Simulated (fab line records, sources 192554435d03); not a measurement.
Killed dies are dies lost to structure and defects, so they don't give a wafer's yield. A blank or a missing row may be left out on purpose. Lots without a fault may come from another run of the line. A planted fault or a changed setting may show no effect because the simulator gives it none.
Problem report in the 8D (eight disciplines) form, filled by code | flow n5_finfet | the parts of the form that need people (team, actions taken, sign-off) are left out

1. THE PROBLEM
bias_w at N5_HKMG_FIN_ETCH_55 reads a mean of 113.1 W on 3 wafers of 3 lots; wafers without a fault read 150.0 W with a standard deviation of 0.45. That is -82 standard deviations from the usual mean.
The step: etches SOC in N2/H2, target depth 240 nm, time 300 s.
First seen on wafer L958.1, day 6 22:29, on rie_diel-02. The record holds 21 wafers of 7 lots with a number at this step. Rule for "out", or "out of limits": more than 4 standard deviations from the usual mean. The other wafers with a number count as sound.

2. WHAT IT IS AND WHAT IT IS NOT
question                    | is                     | is not
which readings at this step | bias_w, rf_vpp_V       | chamber_pressure_mTorr, drypump_motor_current_A, oes_product_au, showerhead_plenum_p_Torr, throttle_valve_pct
which lots                  | L958, L960, L963       | L947, L953, L966, L970
which wafers of those lots  | L958.1, L960.5, L963.2 | L958.3, L958.6, L960.2, L960.6, L963.4, L963.5
read on which tools         | rie_diel-02            | rie_diel-03, rie_diel-06
when                        | from day 6 22:29       | up to then (8 sound wafers); but 10 sound wafers of L960, L963, L966, L970 came after

3. SUSPECTS, AND WHAT RULES EACH OUT
Counting: a tool at a process step up to the reading stays a suspect if it ran every lot that is out. Sound lots after the first of them don't rule it out here, since some wafers of a struck lot are sound.
- rie_diel-02 at N5_HKMG_FIN_DESCUM_53 (chemistry O2, time 7.9 s): kept. It ran every lot that is out, first L958 (day 6 22:23); its last sound lot up to then is L947 (day 4 00:21).
- rie_diel-02 at N5_HKMG_FIN_ETCH_54 (etches SiARC in CF4, target depth 45.5 nm, time 75.8 s): kept. It ran every lot that is out, first L958 (day 6 22:25); its last sound lot up to then is L947 (day 4 00:23).
- rie_diel-02 at N5_HKMG_FIN_ETCH_55 (etches SOC in N2/H2, target depth 240 nm, time 300 s): kept. It ran every lot that is out, first L958 (day 6 22:29); its last sound lot up to then is L947 (day 4 00:26). Its own readings are out on those wafers: bias_w, rf_vpp_V.
- Within rie_diel-02 at N5_HKMG_FIN_DESCUM_53: the wafers that are out ran in chamber 0; their sound lot-mates ran in chambers 1, 2, 3.
- Within rie_diel-02 at N5_HKMG_FIN_ETCH_54: the wafers that are out ran in chamber 0; their sound lot-mates ran in chambers 1, 2, 3.
- Within rie_diel-02 at N5_HKMG_FIN_ETCH_55: the wafers that are out ran in chamber 0; their sound lot-mates ran in chambers 1, 2, 3.
Left after counting: rie_diel-02 at N5_HKMG_FIN_DESCUM_53, rie_diel-02 at N5_HKMG_FIN_ETCH_54, rie_diel-02 at N5_HKMG_FIN_ETCH_55.

4. THE CAUSE (what the simulator had put in)
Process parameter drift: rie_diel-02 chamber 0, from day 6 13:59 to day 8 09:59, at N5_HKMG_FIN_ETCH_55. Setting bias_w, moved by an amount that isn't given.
Counting left 3 suspects, and this tool is among them.

5. THE CHAIN OF EFFECTS, in route order
Each row: a reading whose mean over the struck wafers that have a number lies more than 3 standard deviations from the usual. Only readings for which the record gives a usual standard deviation are gone through. hours: the time from each lot's start at the first step in this table that gives one to its start at this step, as a median over the lots. sigmas: the change in usual standard deviations.
hours | step                | reading  | usual   | on struck wafers | change | sigmas
0     | N5_HKMG_FIN_ETCH_55 | bias_w   | 150.0 W | 113.1            | -36.9  | -82
0     | N5_HKMG_FIN_ETCH_55 | rf_vpp_V | 524.3 V | 436.9            | -87.4  | -38
The process steps in it:
- N5_HKMG_FIN_ETCH_55: etches SOC in N2/H2, target depth 240 nm, time 300 s.
Later measuring or inspecting steps at which every struck wafer that the step has a row for has a number for every such reading, and none has moved that far: N5_BEOL_M4_RC_MEAS_101.

6. WHAT WOULD HAVE CAUGHT IT SOONER
In this record the first reading out of limits was taken at day 6 22:29, 8 hours after the fault began at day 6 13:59.
